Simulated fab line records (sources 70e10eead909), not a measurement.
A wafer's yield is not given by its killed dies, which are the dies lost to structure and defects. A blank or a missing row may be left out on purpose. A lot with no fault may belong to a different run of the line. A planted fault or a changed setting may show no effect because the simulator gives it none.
What tool caused it? | flow nand-harc | Sampling: 24 lots, 72 wafers, 6 of 1159 route steps

WHAT THE GAUGES READ, wafer by wafer
The record lacks any reading of a measuring or inspecting step that a usual standard deviation could be used to judge.

TOOL THAT RAN EACH LOT (tool first, then ch and the chambers of the sampled wafers, then the start)
lot  | NHARC_A_CONTACT_DEP_28        | NHARC_A_CONTACT_ETCH_49                       | NHARC_A_CONTACT_ETCH_117             | NHARC_A_CONTACT_ETCH_78                       | NHARC_A_CONTACT_ETCH_124             | NHARC_A_CONTACT_ETCH_130
L074 | acl-dep-01 ch 0, day 16 02:22 | rie-diel-09 ch 0,1,2, day 16 11:13 or earlier | har-cap-etch-01 ch 0,1, day 16 11:13 | rie-diel-09 ch 1,3, day 16 17:35 or earlier   | har-cap-etch-02 ch 0,1, day 16 17:35 | har-cap-etch-02 ch 0,1, day 16 18:29
L075 | acl-dep-02 ch 0, day 16 02:42 | rie-diel-07 ch 0,1, day 16 11:09 or earlier   | har-cap-etch-02 ch 0,1, day 16 11:09 | rie-diel-02 ch 0,2, day 16 17:50 or earlier   | har-cap-etch-01 ch 0,1, day 16 17:50 | har-cap-etch-01 ch 0,1, day 16 18:44
L077 | acl-dep-03 ch 0, day 16 11:02 | rie-diel-09 ch 1,2, day 16 15:43 or earlier   | har-cap-etch-01 ch 0,1, day 16 15:43 | rie-diel-07 ch 0,1,2, day 17 03:00 or earlier | har-cap-etch-02 ch 0,1, day 17 03:00 | har-cap-etch-02 ch 0,1, day 17 04:12
L076 | acl-dep-01 ch 0, day 16 11:07 | rie-diel-02 ch 0,3, day 16 15:56 or earlier   | har-cap-etch-03 ch 0,1, day 16 15:56 | rie-diel-09 ch 0,1, day 17 00:23 or earlier   | har-cap-etch-03 ch 0,1, day 17 00:23 | har-cap-etch-03 ch 0,1, day 17 01:17
L078 | acl-dep-03 ch 0, day 16 15:12 | rie-diel-02 ch 0,2,3, day 16 20:16 or earlier | har-cap-etch-02 ch 0,1, day 16 20:16 | rie-diel-09 ch 1,2,3, day 17 04:19 or earlier | har-cap-etch-01 ch 0,1, day 17 04:19 | har-cap-etch-01 ch 0,1, day 17 05:13
L080 | acl-dep-01 ch 0, day 17 13:41 | rie-diel-07 ch 0,1, day 17 18:15 or earlier   | har-cap-etch-03 ch 0,1, day 17 18:15 | rie-diel-09 ch 0,1,3, day 18 00:20 or earlier | har-cap-etch-01 ch 0,1, day 18 00:20 | har-cap-etch-01 ch 0,1, day 18 01:14
L079 | acl-dep-03 ch 0, day 17 15:55 | rie-diel-09 ch 1,2, day 17 20:37 or earlier   | har-cap-etch-02 ch 0,1, day 17 20:37 | rie-diel-09 ch 0,2,3, day 18 03:13 or earlier | har-cap-etch-03 ch 0,1, day 18 03:13 | har-cap-etch-03 ch 0,1, day 18 04:07
L081 | acl-dep-01 ch 0, day 18 01:12 | rie-diel-09 ch 0,2, day 18 06:13 or earlier   | har-cap-etch-02 ch 0,1, day 18 06:13 | rie-diel-09 ch 0,2,3, day 18 12:22 or earlier | har-cap-etch-01 ch 0,1, day 18 12:22 | har-cap-etch-01 ch 0,1, day 18 13:16
L082 | acl-dep-02 ch 0, day 18 02:16 | rie-diel-02 ch 1,2,3, day 18 07:18 or earlier | har-cap-etch-01 ch 0,1, day 18 07:18 | rie-diel-09 ch 2,3, day 18 13:44 or earlier   | har-cap-etch-03 ch 0,1, day 18 13:44 | har-cap-etch-03 ch 0,1, day 18 14:38
L085 | acl-dep-02 ch 0, day 18 16:32 | rie-diel-02 ch 1,2, day 18 21:47 or earlier   | har-cap-etch-01 ch 0, day 18 21:47   | rie-diel-07 ch 0,2,3, day 19 04:10 or earlier | har-cap-etch-03 ch 1, day 19 04:10   | har-cap-etch-03 ch 1, day 19 05:04
L084 | acl-dep-01 ch 0, day 18 18:16 | rie-diel-09 ch 0,1,3, day 18 23:14 or earlier | har-cap-etch-02 ch 0,1, day 18 23:14 | rie-diel-07 ch 1,3, day 19 05:46 or earlier   | har-cap-etch-02 ch 0,1, day 19 05:46 | har-cap-etch-02 ch 0,1, day 19 06:40
L083 | acl-dep-01 ch 0, day 19 00:49 | rie-diel-02 ch 0,1,2, day 19 05:56 or earlier | har-cap-etch-01 ch 0,1, day 19 05:56 | rie-diel-09 ch 0,2,3, day 19 12:53 or earlier | har-cap-etch-02 ch 0,1, day 19 12:53 | har-cap-etch-02 ch 0,1, day 19 13:47
L087 | acl-dep-01 ch 0, day 19 08:11 | rie-diel-09 ch 0,1, day 19 12:32 or earlier   | har-cap-etch-01 ch 0,1, day 19 12:32 | rie-diel-09 ch 1,2,3, day 19 19:52 or earlier | har-cap-etch-02 ch 0,1, day 19 19:52 | har-cap-etch-02 ch 0,1, day 19 20:46
L088 | acl-dep-02 ch 0, day 19 10:49 | rie-diel-07 ch 2,3, day 19 16:00 or earlier   | har-cap-etch-01 ch 0,1, day 19 16:00 | rie-diel-09 ch 0,2, day 19 22:20 or earlier   | har-cap-etch-03 ch 0,1, day 19 22:20 | har-cap-etch-03 ch 0,1, day 19 23:14
L086 | acl-dep-03 ch 0, day 19 12:17 | rie-diel-09 ch 0,2,3, day 19 17:25 or earlier | har-cap-etch-03 ch 0,1, day 19 17:25 | rie-diel-09 ch 0,1, day 20 00:10 or earlier   | har-cap-etch-01 ch 0,1, day 20 00:10 | har-cap-etch-01 ch 0,1, day 20 01:04
L089 | acl-dep-01 ch 0, day 19 22:44 | rie-diel-02 ch 0,3, day 20 03:11 or earlier   | har-cap-etch-02 ch 0,1, day 20 03:11 | rie-diel-02 ch 0,1, day 20 09:43 or earlier   | har-cap-etch-01 ch 0,1, day 20 09:43 | har-cap-etch-01 ch 0,1, day 20 10:35
L090 | acl-dep-01 ch 0, day 20 02:21 | rie-diel-09 ch 0,1, day 20 07:35 or earlier   | har-cap-etch-02 ch 0,1, day 20 07:35 | rie-diel-09 ch 0,3, day 20 14:21 or earlier   | har-cap-etch-03 ch 0,1, day 20 14:21 | har-cap-etch-03 ch 0,1, day 20 15:16
L092 | acl-dep-02 ch 0, day 20 14:56 | rie-diel-02 ch 0,2,3, day 20 20:03 or earlier | har-cap-etch-01 ch 0,1, day 20 20:03 | rie-diel-02 ch 2,3, day 21 05:20 or earlier   | har-cap-etch-01 ch 0,1, day 21 05:20 | har-cap-etch-01 ch 0,1, day 21 06:32
L091 | acl-dep-03 ch 0, day 20 15:38 | rie-diel-09 ch 1,2,3, day 20 20:40 or earlier | har-cap-etch-03 ch 0,1, day 20 20:40 | rie-diel-09 ch 1,2,3, day 21 04:38 or earlier | har-cap-etch-03 ch 0,1, day 21 04:38 | har-cap-etch-03 ch 0,1, day 21 05:31
L093 | acl-dep-03 ch 0, day 20 21:40 | rie-diel-07 ch 1,3, day 21 02:37 or earlier   | har-cap-etch-01 ch 0,1, day 21 02:37 | rie-diel-09 ch 0,1,2, day 21 10:40 or earlier | har-cap-etch-02 ch 0, day 21 10:40   | har-cap-etch-02 ch 0, day 21 11:35
L094 | acl-dep-02 ch 0, day 21 08:14 | rie-diel-02 ch 0,1,2, day 21 13:41 or earlier | har-cap-etch-01 ch 0,1, day 21 13:41 | rie-diel-09 ch 1,2,3, day 21 22:20 or earlier | har-cap-etch-01 ch 0,1, day 21 22:20 | har-cap-etch-01 ch 0,1, day 21 23:14
L096 | acl-dep-03 ch 0, day 21 14:28 | rie-diel-09 ch 0,1, day 21 19:22 or earlier   | har-cap-etch-02 ch 0,1, day 21 19:22 | rie-diel-09 ch 0,1,3, day 22 02:58 or earlier | har-cap-etch-02 ch 0,1, day 22 02:58 | har-cap-etch-02 ch 0,1, day 22 03:53
L095 | acl-dep-02 ch 0, day 21 20:39 | rie-diel-09 ch 0,1,2, day 22 01:43 or earlier | har-cap-etch-03 ch 0,1, day 22 01:43 | rie-diel-09 ch 0,2,3, day 22 08:01 or earlier | har-cap-etch-03 ch 0,1, day 22 08:01 | har-cap-etch-03 ch 0,1, day 22 08:55
L097 | acl-dep-03 ch 0, day 22 18:06 | rie-diel-02 ch 1,2,3, day 22 22:47 or earlier | har-cap-etch-01 ch 0,1, day 22 22:47 | rie-diel-09 ch 0,1,2, day 23 07:10 or earlier | har-cap-etch-01 ch 1, day 23 07:10   | har-cap-etch-01 ch 1, day 23 08:04
- NHARC_A_CONTACT_DEP_28: deposits aC, target thk 3600 nm.
- NHARC_A_CONTACT_ETCH_49: etches the open film in N2/H2, target depth 260 nm, time 475.3 s.
- NHARC_A_CONTACT_ETCH_117: etches the open film in C4F8/O2/Ar, time 94 s, target depth 922 nm.
- NHARC_A_CONTACT_ETCH_78: etches the open film in O2/COS, target depth 2800 nm, time 728 s.
- NHARC_A_CONTACT_ETCH_124: etches the open film in C4F8/O2/Ar, time 140 s, target depth 700 nm.
- NHARC_A_CONTACT_ETCH_130: etches the open film in C4F8/O2/Ar, time 155 s, target depth 956 nm.

AS READ BY THE TOOLS THEMSELVES (means over the sampled wafers that have a number; for cases with no such wafer, the mark the record gives instead)
NHARC_A_CONTACT_DEP_28. Usual: throttle-valve-pct at 35.000 %, with a standard deviation of 0.0088.
lot  | tool       | throttle-valve-pct (%) | flag
L074 | acl-dep-01 | 35.003                 |
L075 | acl-dep-02 | 34.999                 |
L077 | acl-dep-03 | 34.996                 |
L076 | acl-dep-01 | 35.005                 |
L078 | acl-dep-03 | 35.001                 |
L080 | acl-dep-01 | 34.994                 |
L079 | acl-dep-03 | 34.994                 |
L081 | acl-dep-01 | 34.995                 |
L082 | acl-dep-02 | 34.993                 |
L085 | acl-dep-02 | 34.993                 |
L084 | acl-dep-01 | 35.007                 |
L083 | acl-dep-01 | 35.005                 |
L087 | acl-dep-01 | 35.003                 |
L088 | acl-dep-02 | 34.995                 |
L086 | acl-dep-03 | 35.001                 |
L089 | acl-dep-01 | 35.000                 |
L090 | acl-dep-01 | 35.007                 |
L092 | acl-dep-02 | 35.005                 |
L091 | acl-dep-03 | 34.994                 |
L093 | acl-dep-03 | 35.014                 |
L094 | acl-dep-02 | 34.986                 |
L096 | acl-dep-03 | 35.005                 |
L095 | acl-dep-02 | 35.002                 |
L097 | acl-dep-03 | 34.992                 |

NHARC_A_CONTACT_ETCH_49. Usual: drypump-motor-current-A 5.9 A, standard deviation 0.44; oes-product-au 0.999 a.u., standard deviation 0.01; rf-fwd-power-W 399.5 W, standard deviation 1.2; rf-vpp-V 432.7 V, standard deviation 2; showerhead-plenum-p-Torr 2.12 Torr, standard deviation 0.07; throttle-valve-pct 14.171 %, standard deviation 0.0092.
lot  | tool        | drypump-motor-current-A (A) | oes-product-au (a.u.) | rf-fwd-power-W (W) | rf-vpp-V (V) | showerhead-plenum-p-Torr (Torr) | throttle-valve-pct (%) | flag
L074 | rie-diel-09 | 5.9                         | 1.007                 | 399.8              | 432.0        | 2.11                            | 14.169                 |
L075 | rie-diel-07 | 5.7                         | 1.002                 | 398.7              | 431.3        | 2.05                            | 14.177                 |
L077 | rie-diel-09 | 6.1                         | 0.992                 | 399.7              | 433.2        | 2.16                            | 14.168                 |
L076 | rie-diel-02 | 5.8                         | 0.987                 | 399.1              | 435.8        | 2.21                            | 14.171                 |
L078 | rie-diel-02 | 6.0                         | 0.994                 | 399.2              | 434.3        | 2.17                            | 14.178                 |
L080 | rie-diel-07 | 6.0                         | 1.004                 | 398.7              | 432.0        | 2.08                            | 14.177                 |
L079 | rie-diel-09 | 6.1                         | 1.000                 | 399.0              | 433.8        | 2.16                            | 14.177                 |
L081 | rie-diel-09 | 5.8                         | 1.000                 | 400.1              | 432.4        | 2.12                            | 14.173                 |
L082 | rie-diel-02 | 6.3                         | 0.994                 | 400.4              | 433.2        | 2.13                            | 14.175                 |
L085 | rie-diel-02 | 6.6                         | 0.998                 | 399.6              | 432.7        | 2.10                            | 14.164                 |
L084 | rie-diel-09 | 5.6                         | 0.998                 | 400.1              | 431.7        | 2.08                            | 14.170                 |
L083 | rie-diel-02 | 6.2                         | 0.998                 | 400.2              | 432.7        | 2.13                            | 14.168                 |
L087 | rie-diel-09 | 6.0                         | 1.008                 | 399.9              | 431.9        | 2.09                            | 14.176                 |
L088 | rie-diel-07 | 5.6                         | 1.003                 | 399.9              | 433.2        | 2.14                            | 14.168                 |
L086 | rie-diel-09 | 5.5                         | 1.002                 | 398.0              | 432.3        | 2.09                            | 14.169                 |
L089 | rie-diel-02 | 5.7                         | 0.978                 | 398.5              | 435.3        | 2.21                            | 14.175                 |
L090 | rie-diel-09 | 5.7                         | 1.008                 | 402.0              | 430.9        | 2.04                            | 14.168                 |
L092 | rie-diel-02 | 5.9                         | 0.991                 | 399.6              | 433.5        | 2.15                            | 14.174                 |
L091 | rie-diel-09 | 5.7                         | 0.999                 | 400.1              | 433.3        | 2.14                            | 14.181                 |
L093 | rie-diel-07 | 5.5                         | 1.010                 | 399.1              | 431.4        | 2.07                            | 14.171                 |
L094 | rie-diel-02 | 6.2                         | 0.998                 | 399.5              | 433.0        | 2.12                            | 14.171                 |
L096 | rie-diel-09 | 6.0                         | 1.006                 | 397.7              | 431.5        | 2.09                            | 14.173                 |
L095 | rie-diel-09 | 5.8                         | 0.994                 | 398.6              | 431.2        | 2.10                            | 14.177                 |
L097 | rie-diel-02 | 6.3                         | 0.997                 | 398.8              | 432.3        | 2.11                            | 14.160                 |

NHARC_A_CONTACT_ETCH_78. Usual: drypump-motor-current-A 5.8 A, standard deviation 0.43; oes-product-au 1.001 a.u., standard deviation 0.0086; rf-fwd-power-W 499.6 W, standard deviation 1.6; rf-vpp-V 315.6 V, standard deviation 1.7; showerhead-plenum-p-Torr 3.22 Torr, standard deviation 0.1; throttle-valve-pct 28.330 %, standard deviation 0.0099.
lot  | tool        | drypump-motor-current-A (A) | oes-product-au (a.u.) | rf-fwd-power-W (W) | rf-vpp-V (V) | showerhead-plenum-p-Torr (Torr) | throttle-valve-pct (%) | flag
L074 | rie-diel-09 | 5.5                         | 1.009                 | 500.9              | 316.0        | 3.25                            | 28.339                 |
L075 | rie-diel-02 | 5.9                         | 0.991                 | 500.6              | 316.4        | 3.30                            | 28.325                 |
L077 | rie-diel-07 | 5.9                         | 1.003                 | 499.6              | 316.3        | 3.21                            | 28.327                 |
L076 | rie-diel-09 | 5.7                         | 1.007                 | 499.0              | 314.9        | 3.13                            | 28.324                 |
L078 | rie-diel-09 | 5.7                         | 1.006                 | 500.0              | 316.4        | 3.28                            | 28.339                 |
L080 | rie-diel-09 | 5.6                         | 1.014                 | 500.3              | 316.0        | 3.19                            | 28.331                 |
L079 | rie-diel-09 | 5.5                         | 0.996                 | 498.4              | 315.2        | 3.20                            | 28.335                 |
L081 | rie-diel-09 | 5.5                         | 1.007                 | 499.7              | 316.4        | 3.20                            | 28.329                 |
L082 | rie-diel-09 | 5.6                         | 0.988                 | 500.4              | 316.0        | 3.28                            | 28.321                 |
L085 | rie-diel-07 | 5.9                         | 0.998                 | 500.8              | 315.8        | 3.26                            | 28.337                 |
L084 | rie-diel-07 | 5.5                         | 1.003                 | 499.3              | 313.8        | 3.18                            | 28.323                 |
L083 | rie-diel-09 | 5.5                         | 1.003                 | 500.1              | 314.4        | 3.19                            | 28.343                 |
L087 | rie-diel-09 | 5.7                         | 0.997                 | 498.3              | 316.2        | 3.27                            | 28.336                 |
L088 | rie-diel-09 | 5.8                         | 0.994                 | 497.9              | 315.7        | 3.22                            | 28.339                 |
L086 | rie-diel-09 | 6.0                         | 0.999                 | 498.8              | 315.4        | 3.19                            | 28.330                 |
L089 | rie-diel-02 | 6.4                         | 0.999                 | 501.5              | 315.9        | 3.26                            | 28.332                 |
L090 | rie-diel-09 | 5.3                         | 1.007                 | 500.1              | 314.6        | 3.16                            | 28.331                 |
L092 | rie-diel-02 | 6.2                         | 1.002                 | 500.5              | 315.0        | 3.21                            | 28.333                 |
L091 | rie-diel-09 | 5.8                         | 1.002                 | 499.5              | 315.8        | 3.27                            | 28.314                 |
L093 | rie-diel-09 | 5.9                         | 1.005                 | 499.7              | 315.4        | 3.21                            | 28.328                 |
L094 | rie-diel-09 | 5.7                         | 0.992                 | 501.8              | 315.7        | 3.27                            | 28.327                 |
L096 | rie-diel-09 | 5.6                         | 1.000                 | 498.1              | 315.0        | 3.18                            | 28.323                 |
L095 | rie-diel-09 | 5.5                         | 1.003                 | 499.3              | 314.9        | 3.19                            | 28.332                 |
L097 | rie-diel-09 | 5.9                         | 1.000                 | 500.2              | 315.8        | 3.20                            | 28.316                 |

THE ANSWER, worked out from the rows above alone
Rule: a lot is off if the mean of its wafers that have a number lies more than 3 standard deviations from the usual mean. Also off: a lot with no number at a reading for which 4 or more lots have one. The other lots that the step has rows for count as sound. First the gauges in route order, then the tools' own readings, where a lot's mean is used as printed above. The first step at which some lot is off is used, and at that step the reading that is off furthest; a lot without a number counts as furthest.
Across all readings shown, no lot is off: no conclusion can be drawn from this.

WHAT THE SIMULATOR HAD INSERTED
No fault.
